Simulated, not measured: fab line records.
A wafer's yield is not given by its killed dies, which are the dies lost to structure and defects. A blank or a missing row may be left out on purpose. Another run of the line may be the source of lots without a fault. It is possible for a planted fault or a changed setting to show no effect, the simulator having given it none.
fab line records -- flow n5_finfet -- part 2 of 2: steps 23 to 33 of 33
[record] lots = 5, wafers = 15, last_day = 18
route steps=1938 shown PMOS_HMC_CHANNEL_EPI@64 FIN_SAQP@90
lots with no fault: from the same line, run without faults
start_h: the number of hours between the record's first day and the start of the first shown wafer of the lot -- wait_h: hours since the lot's step before -- " the same as in the row above -- L1.1+2: a single row standing in for several wafers -- - no value, or no start given -- * or withheld: withheld -- < > ~ a bound
route shown NAME@n: NAME is a module with steps in the file, n the number in the route of the first one -- usual: mean/standard deviation taken from wafers without a fault -- same: alike in all rows -- chamber/n: place in a boat -- sites: the reading at each site -- _std_site: how widely they spread, as a standard deviation -- _edge_site: mean of outer sites minus mean of inner sites -- radius_mm: how far each site lies from the wafer's centre -- mask NAME#n: copy n -- behind: the most recent tool/chamber to have shaped the wafer -- hold: why the lot was held/for how many hours/how that ended -- device: the n, p or np transistor that did not switch -- end of line: the tests these same wafers got at the end of their route -- a step given without rows: its recipe and nothing more -- killed: not the wafer's yield, but the dies lost to structure and defects at the first sort -- map: shows each die of a wafer: x if killed, . if not, _ if none is there
set.NAME: the setting as run; set.NAME@STEP: as run at that earlier step -- model.NAME: the simulator's own value behind a step, which no gauge read
lots seen at some steps along the route; tables by step, rows by wafer
services: the hour from which a tool's chamber was out of use, counted from the record's first day as start_h (under 0 if before that day), plus the number of hours and why
[[steps]]
[step N5_PMOS_HMC_CHANNEL_EPI_SRD_25]
[recipe] dry = ipa_marangoni, do_ppb = 5, time_s = 30, temp_c = 23, rinse_liquid = diw
lot.wafer,tool,chamber,start_h,wait_h
L076.1+4+6,wet_bench-05,"6,3,5",33.04,0.0
L087.1+2+6,wet_bench-04,"1,2,4",98.19,0.0
L088.3+4+6,wet_bench-05,"7,0,1",103.52,0.0
L092.1+4+6,wet_bench-04,"0,7,5",129.24,0.0
L096.2+5+6,wet_bench-06,"2,1,0",152.29,0.0
[step N5_PMOS_HMC_CHANNEL_EPI_EPI_26]
[recipe] material = Si, target_thk_a = 38, temp_c = 650, precursor = SiH4/H2, pressure_torr = 20, time_s = 22.7
[usual] throttle_valve_pct = 11.26/0.25
lot.wafer,tool,chamber,start_h,wait_h,throttle_valve_pct
L076.1,epi_rpcvd-01,0,33.09,0.0,11.63
L076.4,epi_rpcvd-01,0,33.09,0.0,11.20
L076.6,epi_rpcvd-01,0,33.09,0.0,11.66
L087.1,epi_rpcvd-02,0,98.24,0.0,10.87
L087.2,epi_rpcvd-02,0,98.24,0.0,10.86
L087.6,epi_rpcvd-02,0,98.24,0.0,10.82
L088.3,epi_rpcvd-02,0,103.71,0.2,10.84
L088.4,epi_rpcvd-02,0,103.71,0.2,10.86
L088.6,epi_rpcvd-02,0,103.71,0.2,11.05
L092.1,epi_rpcvd-02,0,129.29,0.0,11.01
L092.4,epi_rpcvd-02,0,129.29,0.0,11.13
L092.6,epi_rpcvd-02,0,129.29,0.0,10.94
L096.2,epi_rpcvd-03,0,152.41,0.1,11.24
L096.5,epi_rpcvd-03,0,152.41,0.1,11.40
L096.6,epi_rpcvd-03,0,152.41,0.1,11.20
[step N5_PMOS_HMC_CHANNEL_EPI_INSPECT_30]
[recipe] inspect_instrument = darkfield, mode = post_epi
[usual] raw_defect_count = 19/5.9
lot.wafer,tool,chamber,start_h,wait_h,raw_defect_count
L076.1,defect_inspect-01,-,33.69,0.0,21
L076.4,defect_inspect-01,-,33.69,0.0,14
L076.6,defect_inspect-01,-,33.69,0.0,19
L087.1,defect_inspect-02,-,98.71,0.0,20
L087.2,defect_inspect-02,-,98.71,0.0,23
L087.6,defect_inspect-02,-,98.71,0.0,11
L088.3,defect_inspect-02,-,104.04,0.0,29
L088.4,defect_inspect-02,-,104.04,0.0,10
L088.6,defect_inspect-02,-,104.04,0.0,14
L092.1,defect_inspect-02,-,129.66,0.0,15
L092.4,defect_inspect-02,-,129.66,0.0,18
L092.6,defect_inspect-02,-,129.66,0.0,16
L096.2,defect_inspect-01,-,152.81,0.0,28
L096.5,defect_inspect-01,-,152.81,0.0,20
L096.6,defect_inspect-01,-,152.81,0.0,29
[step N5_FIN_SAQP_PRECLEAN_42]
[recipe] chemistry = O3/DIW, time_s = 60, temp_c = 22, o3_ppm = 10
[usual] o3_ppm = 10.00/0.092
lot.wafer,tool,chamber,start_h,wait_h,o3_ppm
L076.1,wet_bench-03,6,33.72,0.0,10.06
L076.4,wet_bench-03,1,33.72,0.0,10.09
L076.6,wet_bench-03,7,33.72,0.0,9.91
L087.1,wet_bench-03,5,98.74,0.0,9.96
L087.2,wet_bench-03,2,98.74,0.0,9.97
L087.6,wet_bench-03,1,98.74,0.0,9.91
L088.3,wet_bench-01,7,104.07,0.0,10.01
L088.4,wet_bench-01,4,104.07,0.0,10.22
L088.6,wet_bench-01,0,104.07,0.0,10.01
L092.1,wet_bench-01,6,129.69,0.0,10.04
L092.4,wet_bench-01,0,129.69,0.0,9.90
L092.6,wet_bench-01,5,129.69,0.0,9.92
L096.2,wet_bench-03,1,152.84,0.0,9.98
L096.5,wet_bench-03,5,152.84,0.0,9.96
L096.6,wet_bench-03,6,152.84,0.0,10.17
[step N5_FIN_SAQP_PRECLEAN_00]
[recipe] chemistry = SC1, time_s = 60, temp_c = 55, mix = 1:2:50
lot.wafer,tool,chamber,start_h,wait_h
L076.1+4+6,wet_bench-03,"6,1,7",33.74,0.0
L087.1+2+6,wet_bench-03,"5,2,1",98.76,0.0
L088.3+4+6,wet_bench-01,"7,4,0",104.09,0.0
L092.1+4+6,wet_bench-01,"6,0,5",129.71,0.0
L096.2+5+6,wet_bench-03,"1,5,6",152.86,0.0
[step N5_FIN_SAQP_PRECLEAN_44]
[recipe] chemistry = SC2, time_s = 45, temp_c = 35, mix = 1:1:50
lot.wafer,tool,chamber,start_h,wait_h
L076.1+4+6,wet_bench-03,"6,1,7",33.76,0.0
L087.1+2+6,wet_bench-03,"5,2,1",98.78,0.0
L088.3+4+6,wet_bench-01,"7,4,0",104.11,0.0
L092.1+4+6,wet_bench-01,"6,0,5",129.72,0.0
L096.2+5+6,wet_bench-03,"1,5,6",152.87,0.0
[step N5_FIN_SAQP_SRD_01]
[recipe] dry = ipa_marangoni, time_s = 30, temp_c = 23, rinse_liquid = diw
lot.wafer,tool,chamber,start_h,wait_h
L076.1+4+6,wet_bench-03,"6,1,7",33.77,0.0
L087.1+2+6,wet_bench-03,"5,2,1",98.79,0.0
L088.3+4+6,wet_bench-01,"7,4,0",104.12,0.0
L092.1+4+6,wet_bench-01,"6,0,5",129.74,0.0
L096.2+5+6,wet_bench-03,"1,5,6",152.89,0.0
[step N5_FIN_SAQP_ALD_61]
[recipe] material = SiO2, target_thk_a = 40, temp_c = 300, ald_precursor_family = BDEAS, ald_co_reactant = O2-plasma, pulse_time_s = 1, purge_time_s = 2, co_reactant_purge_time_s = 2, ald_cycles = 43, pressure_torr = 2
[usual] heater_power_w = 463/39, precursor_pulse_height_rel = 1.001/0.021
[same] ald_cycles = 43, purge_time_s = 2
lot.wafer,tool,chamber,start_h,wait_h,heater_power_w,precursor_pulse_height_rel
L076.1,ald_sin-04,3,33.82,0.0,426,1.040
L076.4,ald_sin-04,2,33.82,0.0,461,1.003
L076.6,ald_sin-04,0,33.82,0.0,461,0.978
L087.1,ald_sin-04,2,98.84,0.0,455,0.983
L087.2,ald_sin-04,1,98.84,0.0,426,0.988
L087.6,ald_sin-04,1,98.84,0.0,431,1.012
L088.3,ald_sin-03,3,104.17,0.0,512,1.000
L088.4,ald_sin-03,2,104.17,0.0,523,1.004
L088.6,ald_sin-03,2,104.17,0.0,523,0.984
L092.1,ald_sin-01,3,129.78,0.0,447,0.953
L092.4,ald_sin-01,2,129.78,0.0,493,0.988
L092.6,ald_sin-01,2,129.78,0.0,491,0.976
L096.2,ald_sin-01,0,152.93,0.0,435,1.037
L096.5,ald_sin-01,2,152.93,0.0,478,1.002
L096.6,ald_sin-01,1,152.93,0.0,434,1.011
[step N5_FIN_SAQP_DENSIFY_62]
[recipe] temp_c = 700, time_s = 60, ambient = N2, idle_temp_c = 600, ramp_up_c_per_s = 150, ramp_down_c_per_s = 60, cool_to_c = 600
[usual] lamp_power_pct = 9.85/0.054, lamp_zone_1_pct = 9.845/0.0091, wafer_temp_C_max = 703.3/0.59
lot.wafer,tool,chamber,start_h,wait_h,lamp_power_pct,lamp_zone_1_pct,wafer_temp_C_max
L076.1,rtp_anneal-01,0,34.02,0.1,9.88,9.836,703.2
L076.4,rtp_anneal-01,0,34.02,0.1,9.92,9.853,702.6
L076.6,rtp_anneal-01,0,34.02,0.1,9.81,9.854,703.3
L087.1,rtp_anneal-02,0,99.04,0.1,9.84,9.847,703.8
L087.2,rtp_anneal-02,0,99.04,0.1,9.81,9.843,702.7
L087.6,rtp_anneal-02,0,99.04,0.1,9.83,9.841,702.1
L088.3,rtp_anneal-01,0,104.44,0.2,9.89,9.827,704.0
L088.4,rtp_anneal-01,0,104.44,0.2,9.75,9.837,704.3
L088.6,rtp_anneal-01,0,104.44,0.2,9.82,9.863,704.6
L092.1,rtp_anneal-01,0,130.23,0.4,9.88,9.837,703.3
L092.4,rtp_anneal-01,0,130.23,0.4,9.87,9.845,703.3
L092.6,rtp_anneal-01,0,130.23,0.4,9.92,9.837,703.8
L096.2,rtp_anneal-02,0,153.16,0.1,9.87,9.852,703.3
L096.5,rtp_anneal-02,0,153.16,0.1,9.76,9.858,703.1
L096.6,rtp_anneal-02,0,153.16,0.1,9.81,9.869,702.4
[step N5_FIN_SAQP_HM_DEP_03]
[recipe] material = SiNx, target_thk_a = 380, temp_c = 400, precursor = SiH4/NH3/N2, pressure_torr = 1.5, rf_w = 300, time_s = 33.6
[usual] heater_power_w = 736/64, showerhead_plenum_p_Torr = 5.14/0.074, showerhead_vpp_V = 1073/35, throttle_valve_pct = 40.2/2.2
lot.wafer,tool,chamber,start_h,wait_h,heater_power_w,showerhead_plenum_p_Torr,showerhead_vpp_V,throttle_valve_pct
L076.1,pecvd-01,0,34.23,0.2,720,5.21,1029,38.2
L076.4,pecvd-01,1,34.23,0.2,747,5.10,1103,37.2
L076.6,pecvd-01,2,34.23,0.2,725,5.20,1100,42.3
L087.1,pecvd-02,0,99.26,0.2,773,5.21,1086,41.8
L087.2,pecvd-02,1,99.26,0.2,883,5.06,1050,43.2
L087.6,pecvd-02,0,99.26,0.2,755,5.19,1085,41.7
L088.3,pecvd-02,1,104.63,0.2,705,5.06,1045,43.3
L088.4,pecvd-02,0,104.63,0.2,720,5.21,1081,41.7
L088.6,pecvd-02,0,104.63,0.2,724,5.20,1080,41.7
L092.1,pecvd-01,2,130.45,0.2,670,5.22,1118,42.4
L092.4,pecvd-01,0,130.45,0.2,664,5.22,1035,38.7
L092.6,pecvd-01,1,130.45,0.2,710,5.13,1101,37.0
L096.2,pecvd-01,0,153.35,0.2,676,5.21,1021,38.8
L096.5,pecvd-01,1,153.35,0.2,703,5.11,1093,37.0
L096.6,pecvd-01,2,153.35,0.2,675,5.21,1086,42.4
[step N5_FIN_SAQP_THK_MEAS_05]
[usual] thk_nm = 38.0/0.6
lot.wafer,tool,chamber,start_h,wait_h,thk_nm
L076.1,film_metro-02,-,34.32,0.1,37.2
L076.4,film_metro-02,-,34.32,0.1,37.9
L076.6,film_metro-02,-,34.32,0.1,38.0
L087.1,film_metro-01,-,99.37,0.1,38.4
L087.2,film_metro-01,-,99.37,0.1,37.1
L087.6,film_metro-01,-,99.37,0.1,39.1
L088.3,film_metro-01,-,104.72,0.1,38.1
L088.4,film_metro-01,-,104.72,0.1,38.3
L088.6,film_metro-01,-,104.72,0.1,38.7
L092.1,film_metro-01,-,130.54,0.1,37.6
L092.4,film_metro-01,-,130.54,0.1,38.4
L092.6,film_metro-01,-,130.54,0.1,38.2
L096.2,film_metro-01,-,153.44,0.1,37.6
L096.5,film_metro-01,-,153.44,0.1,37.8
L096.6,film_metro-01,-,153.44,0.1,37.8
[[services]]
tool,chamber,start_h,hours,kind
ald_sin-01,1,10.81,1.3,repair
wet_bench-05,-,10.86,5.0,repair
rie_diel-04,0,17.51,10.0,repair
epi_rpcvd-02,-,20.01,34.7,pm
rie_si-03,2,24.50,6.2,repair
rie_diel-04,2,25.21,8.7,repair
rie_si-05,-,34.69,4.3,pm
cmp-04,-,44.56,5.1,pm
wet_bench-06,-,45.62,2.9,repair
epi_rpcvd-02,-,54.71,27.2,pm
rie_si-05,2,55.41,3.8,repair
cmp-01,-,56.21,4.0,pm
epi_rpcvd-01,-,59.80,2.8,pm
rie_diel-04,3,65.13,6.8,repair
cmp-04,-,79.42,0.4,repair
epi_rpcvd-02,-,81.91,8.1,pm
wet_bench-01,-,89.02,0.7,repair
epi_rpcvd-03,-,103.18,0.7,repair
wet_bench-05,-,108.35,1.9,pm
epi_rpcvd-02,-,118.55,0.5,repair
rie_diel-02,3,119.82,11.3,repair
wet_bench-06,-,128.45,1.5,repair
rie_diel-02,-,136.73,2.7,repair
epi_rpcvd-03,-,147.14,1.3,repair
